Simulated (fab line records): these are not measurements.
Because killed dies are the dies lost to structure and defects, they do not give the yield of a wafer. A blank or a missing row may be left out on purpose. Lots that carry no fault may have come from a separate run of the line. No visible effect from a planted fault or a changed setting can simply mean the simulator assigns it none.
Chamber matching :: flow n5-finfet :: 4 sister chambers for N5_BEOL_M0_SAQP_ETCH_106 on rie-diel-02
The step etches SOC in N2/H2, stops on SiNx, target depth 150 nm. 8 wafers are shown with their chamber, then 7 later ones without.

== WAFERS WITH THEIR CHAMBER ==
wafer: L076.6
chamber: 2
throttle-valve-pct (%): 17.81
showerhead-plenum-p-Torr (Torr): 2.53

wafer: L080.5
chamber: 0
throttle-valve-pct (%): 17.44
showerhead-plenum-p-Torr (Torr): 2.51

wafer: L080.6
chamber: 3
throttle-valve-pct (%): 18.21
showerhead-plenum-p-Torr (Torr): 2.57

wafer: L089.2
chamber: 3
throttle-valve-pct (%): 18.23
showerhead-plenum-p-Torr (Torr): 2.56

wafer: L089.4
chamber: 1
throttle-valve-pct (%): 17.79
showerhead-plenum-p-Torr (Torr): 2.45

wafer: L089.6
chamber: 0
throttle-valve-pct (%): 17.46
showerhead-plenum-p-Torr (Torr): 2.50

wafer: L090.3
chamber: 2
throttle-valve-pct (%): 17.86
showerhead-plenum-p-Torr (Torr): 2.52

wafer: L090.5
chamber: 1
throttle-valve-pct (%): 17.78
showerhead-plenum-p-Torr (Torr): 2.45

== WAFERS MISSING THEIR CHAMBER ==
wafer: L090.6
throttle-valve-pct (%): 17.45
showerhead-plenum-p-Torr (Torr): 2.50

wafer: L092.3
throttle-valve-pct (%): 17.79
showerhead-plenum-p-Torr (Torr): 2.45

wafer: L092.4
throttle-valve-pct (%): 18.26
showerhead-plenum-p-Torr (Torr): 2.56

wafer: L092.5
throttle-valve-pct (%): 17.45
showerhead-plenum-p-Torr (Torr): 2.50

wafer: L094.1
throttle-valve-pct (%): 18.26
showerhead-plenum-p-Torr (Torr): 2.56

wafer: L094.2
throttle-valve-pct (%): 17.47
showerhead-plenum-p-Torr (Torr): 2.50

wafer: L094.4
throttle-valve-pct (%): 17.78
showerhead-plenum-p-Torr (Torr): 2.45

== EACH ONE'S CHAMBER ==
wafer: L090.6
from the rows above: 0
in truth: 0

wafer: L092.3
from the rows above: 1
in truth: 1

wafer: L092.4
from the rows above: 3
in truth: 3

wafer: L092.5
from the rows above: 0
in truth: 0

wafer: L094.1
from the rows above: 3
in truth: 3

wafer: L094.2
from the rows above: 0
in truth: 0

wafer: L094.4
from the rows above: 1
in truth: 1
7 of 7 placed correctly. From these rows, 0 cannot be placed. Number placed wrongly: 0.
How it was worked out, from the rows above alone: a wafer's distance from a chamber is the root of the sum, over the readings, of the square of ((its reading less the chamber's mean) divided by the reading's scatter). If the next closest chamber is less than 2 further off than the closest, the wafer can't be placed; otherwise it belongs to the closest. For every chamber, the mean is computed from those of its wafers that are shown. The scatter is the square root of a quotient: the sum, over the shown wafers, of each reading's squared deviation from its chamber's mean, divided by wafers minus chambers.
